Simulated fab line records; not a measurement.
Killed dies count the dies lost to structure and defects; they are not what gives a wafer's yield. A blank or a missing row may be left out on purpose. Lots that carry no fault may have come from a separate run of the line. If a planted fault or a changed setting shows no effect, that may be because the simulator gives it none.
Which tool did it?	flow n5 finfet	at 1 step of a route of 1938, 12 lots with 36 wafers sampled

WHAT THE GAUGES SHOWED, per wafer
N5_BEOL_M1_CD_MEAS_18: pitch 36 nm, target cd 18 nm.
lot	measured	on	cd nm (nm)
L075	day 6 08:00	cd sem-01	18.1 17.5 16.9
L077	day 6 21:44	cd sem-03	18.4 17.6 17.4
L079	day 7 13:54	cd sem-02	17.5 17.0 17.6
L081	day 7 15:46	cd sem-02	17.8 17.3 18.0
L083	day 8 05:59	cd sem-01	17.2 17.9 17.6
L085	day 8 22:48	cd sem-01	17.3 17.8 17.2
L087	day 9 12:23	cd sem-01	18.5 17.9 18.3
L089	day 9 22:26	cd sem-03	17.7 18.0 18.3
L091	day 10 09:58	cd sem-02	18.7 17.9 17.5
L093	day 10 17:04	cd sem-01	17.4 17.7 17.5
L095	day 11 05:47	cd sem-02	17.8 17.8 18.3
L097	day 12 01:02	cd sem-01	17.2 18.1 18.0

WHAT TOOL EACH LOT RAN ON (gives the tool, then ch and the chambers of the sampled wafers, and finally the start)
The record holds no process step before these readings.

THE ANSWER, worked out from the rows above alone
Rule: the lots themselves supply what counts as usual. The widest of any qualifying gaps counts: lots, ordered by their means at a reading, are off when they make up no more than a third of the lots, leave a main group of 4 or more, and stand apart from it by 3 or more times the standard deviation of that group's means. A main group whose means are all the same, to the digits that the tables above print for the reading, isn't used. Also off: a lot with no number at a reading for which 4 or more lots have one. Any other lot the step has rows for is counted as sound.
Nothing can be told from this: no lot is off at any reading shown.

WHAT HAD BEEN PUT IN BY THE SIMULATOR
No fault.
